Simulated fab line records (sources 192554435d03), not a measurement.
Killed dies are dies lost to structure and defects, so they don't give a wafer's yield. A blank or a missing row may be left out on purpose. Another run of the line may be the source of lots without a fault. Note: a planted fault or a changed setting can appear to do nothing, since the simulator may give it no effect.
fab line records    flow n5Finfet
record lots=9  wafers=27  lastDay=17
route steps=1938 shown ZERO_LAYER@13 WELL_APT@24 PMOS_HMC_CHANNEL_EPI@68 BEOL_M4@1111 PASSIVATION@1936
lots untouched by any fault: they come from a run of this same line in which no faults occurred
startH: hours from the record's first day to the start of the lot's first wafer shown    waitH: how many hours have passed since the lot's step before this one    " as in the row above    L1.1+2: one row covering several wafers at once    - no value, or no start was given    * or withheld: withheld    < > ~ a bound
route shown NAME@n: names a module that has steps shown in the file, with the first one's number in the route    usual: mean and standard deviation over wafers with no fault    same: alike in all rows    chamber/n: place in a boat    sites: each site's reading    _std_site: how widely they spread, as a standard deviation    _edge_site: the outer-site mean with the inner-site mean subtracted    radiusMm: for every site, how far away it sits from the centre of the wafer    mask NAME#n: copy n    behind: the tool/chamber that last shaped the wafer    hold: reason for holding the lot/hours on hold/outcome of the hold    device: the n, p or np transistor that did not switch    end of line: tests of these same wafers at the route's end    a step without rows: its recipe alone    killed: dies that structure and defects cost at the first sort, which is not the same as the wafer's yield    map: dies across one wafer; x = killed, . = not, _ = none there
set.NAME: the setting that was run; set.NAME@STEP: the one run at that earlier step    model.NAME: the simulator's own value behind a step, which no gauge read
one table for each step of the route and one row for each wafer, over a sample of lots
services: from which hour (startH, from the record's first day; less than 0 if before it) a tool's chamber was out of use, for how many hours, and why
## steps
# step N5_ZERO_LAYER_CD_MEAS_11
# recipe targetCdNm=2000  landingEnergyEv=500  detector=seInlens
# usual cdNm=2000.0/1.4
lot.wafer  tool      chamber  startH  waitH  cdNm
L827.1     cdSem-01  0        30.64   -      1999.3
L827.3     "         0        "       "      1998.5
L827.4     "         0        "       "      1998.6
L828.1     cdSem-03  0        36.77   -      1997.8
L828.2     "         0        "       "      1998.5
L828.5     "         0        "       "      1999.8
L830.1     cdSem-01  0        48.77   -      1999.2
L830.2     "         0        "       "      2000.8
L830.4     "         0        "       "      1998.8
L837.1     cdSem-02  0        90.64   -      1999.4
L837.2     "         0        "       "      1998.5
L837.5     "         0        "       "      1997.9
L838.2     cdSem-03  0        96.77   -      2002.7
L838.4     "         0        "       "      2000.9
L838.5     "         0        "       "      2001.2
L842.1     cdSem-01  0        120.64  -      2000.8
L842.3     "         0        "       "      2002.8
L842.4     "         0        "       "      2001.0
L843.3     cdSem-01  0        126.64  -      2000.3
L843.5     "         0        "       "      1999.6
L843.6     "         0        "       "      1999.0
L844.1     cdSem-03  0        132.77  -      2000.4
L844.2     "         0        "       "      2001.1
L844.6     "         0        "       "      1997.6
L845.2     cdSem-01  0        138.77  -      2001.8
L845.3     "         0        "       "      2001.5
L845.5     "         0        "       "      2000.3
# step N5_ZERO_LAYER_DESCUM_16
# recipe chemistry=O2  timeS=7.9  sourcePowerW=50  biasPowerW=20  pressureMtorr=20  rfFrequencyHz=2.712e+07  tempC=40  o2FlowSccm=225
# usual drypumpMotorCurrentA=5.6/0.32  oesProductAu=0.78/0.091  rfVppV=243.2/1.4  showerheadPlenumPTorr=2.10/0.068  throttleValvePct=20.36/0.25
lot.wafer  tool        chamber  startH  waitH  drypumpMotorCurrentA  oesProductAu  rfHoursCounterH  rfVppV  showerheadPlenumPTorr  throttleValvePct
L827.1     rieDiel-04  1        30.68   0.0    5.2                   0.94          18               243.3   2.05                   20.43
L827.3     "           2        "       "      5.5                   0.80          121              245.1   2.19                   20.33
L827.4     "           0        "       "      4.9                   0.76          157              245.2   2.18                   20.37
L828.1     rieDiel-04  2        36.83   0.1    5.5                   0.80          123              244.5   2.19                   20.36
L828.2     "           0        "       "      4.9                   0.76          159              246.4   2.18                   20.40
L828.5     "           3        "       "      5.2                   0.70          -                241.7   1.98                   20.31
L830.1     rieDiel-01  3        48.80   0.0    5.3                   0.70          205              242.6   2.08                   20.44
L830.2     "           0        "       "      5.9                   0.90          24               245.8   2.14                   20.01
L830.4     "           2        "       "      5.3                   0.96          4                243.1   2.05                   19.84
L837.1     rieDiel-04  2        90.68   0.0    5.5                   0.78          141              245.0   2.19                   20.38
L837.2     "           1        "       "      5.2                   0.89          38               242.6   2.04                   20.45
L837.5     "           0        "       "      5.0                   0.74          -                244.8   2.18                   20.41
L838.2     rieDiel-04  1        97.48   0.7    5.2                   0.89          40               244.2   2.04                   20.48
L838.4     "           0        "       "      4.9                   0.74          175              245.9   2.18                   20.42
L838.5     "           1        "       "      5.2                   0.89          -                243.2   2.04                   20.48
L842.1     rieDiel-01  1        120.68  0.0    5.8                   0.74          192              243.4   2.08                   20.81
L842.3     "           0        "       "      5.9                   0.86          47               244.8   2.13                   20.04
L842.4     "           2        "       "      5.4                   0.90          21               242.2   2.05                   19.88
L843.3     rieDiel-04  3        126.68  0.0    5.2                   0.67          245              241.5   1.97                   20.33
L843.5     "           3        "       "      5.2                   0.67          -                240.7   1.97                   20.36
L843.6     "           0        "       "      4.9                   0.73          -                244.1   2.17                   20.43
L844.1     rieDiel-02  3        132.80  0.0    5.9                   0.72          196              243.0   2.16                   20.51
L844.2     "           2        "       "      6.0                   0.75          144              242.5   2.00                   20.31
L844.6     "           0        "       "      5.8                   0.72          -                244.0   2.16                   20.50
L845.2     rieDiel-01  1        139.31  0.5    5.8                   0.73          198              242.0   2.08                   20.83
L845.3     "           3        "       "      5.3                   0.67          234              242.2   2.07                   20.48
L845.5     "           1        "       "      5.8                   0.73          -                243.0   2.08                   20.81
# step N5_WELL_APT_EXPOSE_05
# recipe maskId=NWELL  na=0.8  sourceShape=conventional  sigmaOuter=0.8  polarization=unpolarized  defocusNm=0  targetCdNm=200  doseMj=20.3
# usual exposureDoseMJCm2=20.283/0.02  focusOffsetNm=-0.1/0.48
lot.wafer  tool           chamber  startH  waitH  mask     exposureDoseMJCm2  focusOffsetNm
L827.1     krfScanner-02  0        31.63   -      NWELL#0  20.280             -0.4
L827.3     "              0        "       "      NWELL#0  20.269             0.5
L827.4     "              0        "       "      NWELL#0  20.275             0.2
L828.1     krfScanner-02  0        37.53   -      NWELL#0  20.264             0.7
L828.2     "              0        "       "      NWELL#0  20.267             0.2
L828.5     "              0        "       "      NWELL#0  20.274             1.3
L830.1     krfScanner-02  0        49.55   -      NWELL#0  20.280             -0.6
L830.2     "              0        "       "      NWELL#0  20.240             -0.3
L830.4     "              0        "       "      NWELL#0  20.256             -1.1
L837.1     krfScanner-02  0        91.51   -      NWELL#0  20.955             -0.4
L837.2     "              0        "       "      NWELL#0  20.967             -0.7
L837.5     "              0        "       "      NWELL#0  20.971             -0.9
L838.2     krfScanner-02  0        98.19   -      NWELL#0  20.817             -0.5
L838.4     "              0        "       "      NWELL#0  20.831             -0.7
L838.5     "              0        "       "      NWELL#0  20.811             0.4
L842.1     krfScanner-01  0        121.51  -      NWELL#0  20.288             -0.3
L842.3     "              0        "       "      NWELL#0  20.273             -0.3
L842.4     "              0        "       "      NWELL#0  20.301             -0.7
L843.3     krfScanner-01  0        127.40  -      NWELL#0  20.261             -0.1
L843.5     "              0        "       "      NWELL#0  20.237             -0.6
L843.6     "              0        "       "      NWELL#0  20.254             -0.5
L844.1     krfScanner-01  0        133.51  -      NWELL#0  20.285             -0.7
L844.2     "              0        "       "      NWELL#0  20.285             -0.5
L844.6     "              0        "       "      NWELL#0  20.288             -0.3
L845.2     krfScanner-01  0        140.03  -      NWELL#0  20.297             -0.5
L845.3     "              0        "       "      NWELL#0  20.270             0.4
L845.5     "              0        "       "      NWELL#0  20.306             0.2
# step N5_PMOS_HMC_CHANNEL_EPI_DESCUM_14
# recipe chemistry=O2  timeS=7.9  sourcePowerW=50  biasPowerW=20  pressureMtorr=20  rfFrequencyHz=2.712e+07  tempC=40  resist=CAR-ArF-block  o2FlowSccm=225
# usual drypumpMotorCurrentA=5.60/0.29  oesProductAu=0.78/0.089  rfVppV=243.1/1.4  showerheadPlenumPTorr=2.09/0.065  throttleValvePct=20.34/0.28
lot.wafer  tool        chamber  startH  waitH  drypumpMotorCurrentA  oesProductAu  rfHoursCounterH  rfVppV  showerheadPlenumPTorr  throttleValvePct
L827.1     rieDiel-01  1        36.16   0.3    5.76                  0.75          170              241.5   2.09                   20.78
L827.3     "           0        "       "      5.88                  0.91          19               244.3   2.14                   19.99
L827.4     "           3        "       "      5.30                  0.70          -                243.4   2.08                   20.42
L828.1     rieDiel-01  1        41.52   0.3    5.77                  0.75          172              243.9   2.09                   20.78
L828.2     "           2        "       "      5.35                  0.97          2                243.3   2.05                   19.85
L828.5     "           2        "       "      5.33                  0.97          -                244.0   2.05                   19.84
L830.1     rieDiel-01  3        54.13   0.5    5.31                  0.70          206              242.2   2.08                   20.45
L830.2     "           1        "       "      5.73                  0.75          175              242.8   2.09                   20.79
L830.4     "           0        "       "      5.85                  0.89          25               243.4   2.14                   20.00
L837.1     rieDiel-01  0        95.41   0.0    5.91                  0.88          37               242.7   2.13                   20.02
L837.2     "           3        "       "      5.32                  0.69          218              242.9   2.07                   20.45
L837.5     "           0        "       "      5.87                  0.87          -                243.9   2.13                   20.01
L838.2     rieDiel-02  2        101.65  0.0    6.00                  0.77          131              240.9   2.01                   20.27
L838.4     "           0        "       "      5.82                  0.74          -                245.4   2.16                   20.47
L838.5     "           0        "       "      5.79                  0.73          -                244.1   2.16                   20.46
L842.1     rieDiel-04  3        127.14  0.0    5.15                  0.67          245              241.1   1.97                   20.35
L842.3     "           0        "       "      4.95                  0.74          185              244.6   2.17                   20.43
L842.4     "           2        "       "      5.47                  0.77          153              244.4   2.18                   20.40
L843.3     rieDiel-01  2        133.51  0.4    5.35                  0.89          25               242.6   2.05                   19.89
L843.5     "           3        "       "      5.30                  0.68          -                242.2   2.07                   20.48
L843.6     "           2        "       "      5.35                  0.90          -                243.5   2.05                   19.88
L844.1     rieDiel-01  1        138.38  0.8    5.76                  0.73          198              243.8   2.08                   20.81
L844.2     "           2        "       "      5.37                  0.89          27               240.6   2.04                   19.89
L844.6     "           3        "       "      5.31                  0.68          -                241.0   2.07                   20.49
L845.2     rieDiel-02  2        144.75  0.9    6.01                  0.75          151              241.2   2.00                   20.30
L845.3     "           1        "       "      5.71                  1.01          3                245.3   2.24                   20.19
L845.5     "           3        "       "      5.90                  0.72          -                244.9   2.16                   20.53
# step N5_BEOL_M4_RC_MEAS_101
# usual DIBL_N=35.9/1.3  DIBL_P=36.3/1.5  IOFF_N=0.153/0.023  IOFF_P=0.208/0.028  ION_N=672/9.7  ION_P=462/6.6  SS_N=71.5/0.53  SS_P=73.3/0.59  VT_N=250.4/2.7  VT_P=-250.5/3
lot.wafer  tool       chamber  startH  waitH  DIBL_N[mV/V]  DIBL_P[mV/V]  IOFF_N[nA/um]  IOFF_P[nA/um]  ION_N[uA/um]  ION_P[uA/um]  SS_N[mV/dec]  SS_P[mV/dec]  VT_N[mV]  VT_P[mV]
L827.1     prober-01  0        200.32  0.0    37.3          37.6          0.186          0.275          672           470           72.6          73.6          245.2     -245.2
L827.3     "          0        "       "      35.1          34.8          0.148          0.214          670           469           71.1          72.8          250.7     -248.0
L827.4     "          0        "       "      38.7          39.2          0.218          0.307          690           478           73.0          73.3          246.7     -243.2
L828.1     prober-02  0        203.83  0.0    35.4          35.4          0.143          0.196          674           466           71.4          72.8          250.7     -251.0
L828.2     "          0        "       "      35.8          35.4          0.147          0.200          677           456           70.9          72.8          249.8     -250.4
L828.5     "          0        "       "      35.4          35.4          0.144          0.190          669           460           71.3          72.3          251.7     -251.9
L830.1     prober-01  0        223.00  0.0    36.8          37.2          0.170          0.235          681           470           72.2          73.8          248.3     -249.1
L830.2     "          0        "       "      36.9          35.8          0.168          0.222          685           469           70.7          73.4          248.3     -250.4
L830.4     "          0        "       "      35.7          35.7          0.149          0.217          671           467           71.8          73.9          252.0     -249.9
L838.2     prober-02  0        268.63  0.2    36.0          36.8          0.177          0.237          687           471           71.6          73.8          243.4     -248.4
L838.4     "          0        "       "      37.6          37.8          0.198          0.244          664           460           72.9          74.2          246.2     -247.6
L838.5     "          0        "       "      36.6          36.5          0.174          0.235          676           465           71.9          73.4          246.1     -246.4
L837.1     prober-02  0        274.79  0.0    34.4          34.2          0.117          0.164          656           447           70.8          72.5          253.0     -251.7
L837.2     "          0        "       "      36.0          36.0          0.137          0.192          656           452           71.7          72.9          252.0     -252.3
L837.5     "          0        "       "      37.2          37.4          0.153          0.211          666           456           71.6          73.3          251.0     -252.4
L843.3     prober-01  0        303.42  0.8    33.7          34.3          0.136          0.213          665           462           70.9          73.3          251.6     -247.8
L843.5     "          0        "       "      33.9          34.7          0.137          0.212          670           466           70.4          72.4          250.3     -248.5
L843.6     "          0        "       "      34.0          35.1          0.144          0.223          686           476           71.5          73.6          251.4     -245.7
L842.1     prober-02  0        304.84  0.0    34.6          34.6          0.142          0.180          679           461           70.4          72.8          248.7     -251.5
L842.3     "          0        "       "      36.1          35.9          0.158          0.198          679           460           71.5          73.5          250.2     -250.3
L842.4     "          0        "       "      35.8          36.2          0.146          0.207          666           456           71.8          73.4          252.1     -248.1
L844.1     prober-01  0        309.20  0.0    35.8          38.0          0.168          0.216          673           462           71.5          73.4          249.3     -252.6
L844.2     "          0        "       "      32.8          34.6          0.121          0.176          669           460           71.3          72.8          251.3     -253.5
L844.6     "          0        "       "      34.9          37.1          0.152          0.203          685           474           71.5          73.5          252.4     -249.4
L845.2     prober-02  0        313.32  0.2    37.1          38.5          0.190          0.239          690           472           71.4          74.4          247.0     -248.6
L845.3     "          0        "       "      36.4          37.5          0.170          0.215          691           468           71.4          74.6          248.6     -250.0
L845.5     "          0        "       "      36.6          37.4          0.165          0.209          679           462           71.7          73.0          249.0     -248.8
# step N5_PASSIVATION_PROBE_49
# usual defectLimitedYield=91.1/1.5  killed_at_M0_to_M3=35/9.5  killed_at_M4_up=13/5.2  killedAtContacts=12/6.1  killedAtFrontEnd=41/14  killedAtOther=3.8/2.9  killedDies=105/17  killedOnRim=13/4.1  killedOpen=70/13  killedShort=33/8.4  sort_bin_5_function=5.1/0.97  sort_bin_6_memory=3.4/0.69  sortNPass=1075/17  sortYieldPct=91.1/1.5
# same grossDies=1180  killedAtBackSide=0  sort_bin_4_leakage[%]=0  sort_bin_8_speed[%]=0
lot.wafer  tool       chamber  startH  waitH  defectLimitedYield[%]  killed_at_M0_to_M3  killed_at_M4_up  killedAtContacts  killedAtFrontEnd  killedAtOther  killedDies  killedOnRim  killedOpen  killedShort  sort_bin_5_function[%]  sort_bin_6_memory[%]  sortNPass  sortYieldPct[%]
L828.1     prober-01  -        316.04  0.0    92.6                   28                  17               2                 35                5              87          13           52          34           4.1                     3.1                   1093       92.6
L828.2     prober-01  -        316.09  0.1    91.4                   39                  12               13                28                10             102         11           71          29           5.2                     3.2                   1078       91.4
L828.5     prober-01  -        316.24  0.2    89.7                   41                  17               14                34                15             121         18           79          40           6.1                     3.4                   1059       89.7
L838.2     prober-01  -        369.49  0.1    91.3                   22                  19               11                51                0              103         11           71          28           4.9                     3.4                   1077       91.3
L838.4     prober-01  -        369.59  0.2    91.2                   37                  24               3                 38                2              104         18           74          29           5.3                     3.2                   1076       91.2
L838.5     prober-01  -        369.64  0.2    91.9                   18                  14               12                43                8              95          18           61          32           4.9                     3.1                   1085       91.9
L842.1     prober-01  -        411.93  0.0    91.0                   22                  4                15                61                4              106         18           78          27           5.0                     3.8                   1074       91.0
L842.3     prober-01  -        412.03  0.1    88.6                   37                  12               11                71                3              134         12           94          40           6.6                     4.7                   1046       88.6
L842.4     prober-01  -        412.08  0.2    90.4                   25                  13               7                 60                8              113         11           83          30           5.9                     3.4                   1067       90.4
L844.1     prober-01  -        417.66  0.0    92.4                   38                  21               8                 22                1              90          8            57          30           4.7                     2.8                   1090       92.4
L844.2     prober-01  -        417.71  0.1    93.0                   26                  22               10                23                2              83          13           63          20           4.3                     2.5                   1097       93.0
L844.6     prober-01  -        417.91  0.3    92.4                   24                  25               10                30                1              90          13           56          29           4.5                     2.4                   1090       92.4
# killed by level:class
L828.1 FIN_SAQP:geometricParticle:open=12 FIN_SAQP:geometricParticle:short=9 BEOL_M4:geometricParticle:open=7 BEOL_M1:geometricParticle:open=6 BEOL_M0_SAQP:geometricParticle:short=5 BEOL_M3:geometricParticle:short=5 BEOL_M3:geometricParticle:open=5 BEOL_M4:geometricParticle:short=4
L828.2 MOL_CONTACT_COAG:geometricParticle:open=11 FIN_SAQP:geometricParticle:open=8 BEOL_M0_SAQP:geometricParticle:open=8 BEOL_M3:geometricParticle:open=7 STI_FIN_REVEAL:geometricParticle:open=5 BEOL_M4:geometricParticle:open=5 STARTING-WAFER:geometricParticle:open=5 DUMMY_GATE:geometricParticle:open=4
L828.5 BEOL_M1:geometricParticle:open=13 FIN_SAQP:geometricParticle:open=9 MOL_CONTACT_COAG:geometricParticle:open=9 MIM_TOP:geometricParticle:short=7 DUMMY_GATE:geometricParticle:open=6 BEOL_M2:geometricParticle:open=6 STI_FIN_REVEAL:geometricParticle:open=5 MOL_CONTACT_COAG:geometricParticle:short=5
L838.2 FIN_SAQP:geometricParticle:open=23 MOL_CONTACT_COAG:geometricParticle:open=10 FIN_SAQP:geometricParticle:short=9 BEOL_M4:geometricParticle:open=8 BEOL_M6:geometricParticle:open=5 BEOL_M0_SAQP:geometricParticle:short=5 BEOL_M0_SAQP:geometricParticle:open=5 BEOL_M3:geometricParticle:open=4
L838.4 BEOL_M4:geometricParticle:open=11 STI_FIN_REVEAL:geometricParticle:open=8 BEOL_M0_SAQP:geometricParticle:open=8 BEOL_M3:geometricParticle:open=8 FIN_SAQP:geometricParticle:open=6 BEOL_M0_SAQP:geometricParticle:short=6 BEOL_M3:geometricParticle:short=6 STARTING-WAFER:geometricParticle:short=6
L838.5 DUMMY_GATE:geometricParticle:open=10 FIN_SAQP:geometricParticle:open=9 MOL_CONTACT_COAG:geometricParticle:open=8 STI_FIN_REVEAL:geometricParticle:open=7 BEOL_M0_SAQP:geometricParticle:short=7 BEOL_M4:geometricParticle:open=5 GATE_CUT:geometricParticle:short=4 MOL_CONTACT_COAG:geometricParticle:short=4
L842.1 STI_FIN_REVEAL:geometricParticle:open=33 MOL_CONTACT_COAG:geometricParticle:open=12 FIN_SAQP:geometricParticle:open=7 BEOL_M1:geometricParticle:open=7 BEOL_M0_SAQP:geometricParticle:short=5 GATE_CUT:geometricParticle:short=5 FIN_SAQP:geometricParticle:short=4 STI_FIN_REVEAL:geometricParticle:short=4
L842.3 STI_FIN_REVEAL:geometricParticle:open=19 FIN_SAQP:geometricParticle:open=12 MOL_CONTACT_COAG:geometricParticle:open=11 GATE_CUT:geometricParticle:short=10 BEOL_M0_SAQP:geometricParticle:open=10 FIN_SAQP:geometricParticle:short=9 DUMMY_GATE:geometricParticle:open=7 BEOL_M1:geometricParticle:open=6
L842.4 STI_FIN_REVEAL:geometricParticle:open=25 FIN_SAQP:geometricParticle:open=10 STI_FIN_REVEAL:geometricParticle:short=8 BEOL_M1:geometricParticle:open=8 DUMMY_GATE:geometricParticle:open=7 BEOL_M0_SAQP:geometricParticle:open=7 BEOL_M4:geometricParticle:open=6 MOL_CONTACT_COAG:geometricParticle:open=6
L844.1 BEOL_M3:geometricParticle:open=10 BEOL_M4:geometricParticle:open=7 BEOL_M0_SAQP:geometricParticle:open=7 MOL_CONTACT_COAG:geometricParticle:open=6 BEOL_M0_SAQP:geometricParticle:short=6 GATE_CUT:geometricParticle:short=5 STARTING-WAFER:geometricParticle:open=5 STI_FIN_REVEAL:geometricParticle:open=4
L844.2 MOL_CONTACT_COAG:geometricParticle:open=10 BEOL_M3:geometricParticle:open=9 BEOL_M4:geometricParticle:open=9 STI_FIN_REVEAL:geometricParticle:open=6 FIN_SAQP:geometricParticle:open=5 BEOL_M2:geometricParticle:open=5 FIN_SAQP:geometricParticle:short=4 BEOL_M7:geometricParticle:open=4
L844.6 BEOL_M4:geometricParticle:open=12 STI_FIN_REVEAL:geometricParticle:open=8 MOL_CONTACT_COAG:geometricParticle:open=8 HKMG_FIN:areaEtch=5 BEOL_M2:geometricParticle:short=4 BEOL_M2:geometricParticle:open=4 BEOL_M3:geometricParticle:open=4 STARTING-WAFER:geometricParticle:short=4
## services
tool           chamber  startH  hours  kind
rieDiel-01     2        16.30   -      clean
rieDiel-01     2        16.30   -      consumableReplace:focusRing
rieDiel-01     2        16.30   20.9   scheduledDown
rieDiel-01     2        16.30   20.9   ventCycle
rieDiel-02     -        35.76   2.0    repair
krfScanner-01  -        39.74   1.0    pm
krfScanner-01  -        41.04   0.8    pm
rieDiel-04     0        49.89   8.4    repair
rieDiel-02     1        50.78   2.9    repair
krfScanner-02  -        59.46   1.0    pm
krfScanner-02  -        64.37   0.2    repair
krfScanner-01  -        69.24   4.4    pm
krfScanner-01  -        85.90   1.7    repair
krfScanner-01  -        91.66   1.9    repair
rieDiel-01     1        93.05   9.4    repair
rieDiel-02     -        94.98   2.8    pm
krfScanner-01  0        98.41   -      calibration
rieDiel-02     3        98.87   7.9    repair
krfScanner-01  -        99.13   3.1    repair
rieDiel-02     1        122.31  -      clean
rieDiel-02     1        122.31  -      consumableReplace:focusRing
krfScanner-02  0        126.58  -      calibration
rieDiel-04     -        128.58  28.1   pm
krfScanner-02  -        131.65  0.4    repair
## key
firstSign step=N5_WELL_APT_EXPOSE_05  reading=exposureDoseMJCm2  direction=up  sigmas=31  usual=20.283  struck=20.892
effect none on later readings
metAt N5_WELL_APT_EXPOSE_05
struckLots L837,L838
loopTrim step=N5_WELL_APT_EXPOSE_05  setting=dose  lots=L838
notActingAt N5_ZERO_LAYER_CD_MEAS_11,N5_ZERO_LAYER_DESCUM_16,N5_PMOS_HMC_CHANNEL_EPI_DESCUM_14
onsetBetween 49.55 91.51
fault kind=processParameterDrift  tool=krfScanner-02  chamber=-  onsetH=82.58  steps=N5_WELL_APT_EXPOSE_05  channel=doseMj  offset=0.6746  shape=step  actsIn=theseRecipesOnly  stated=20.3
# loopTrim: a control loop set the setting to another value than it would have without faults
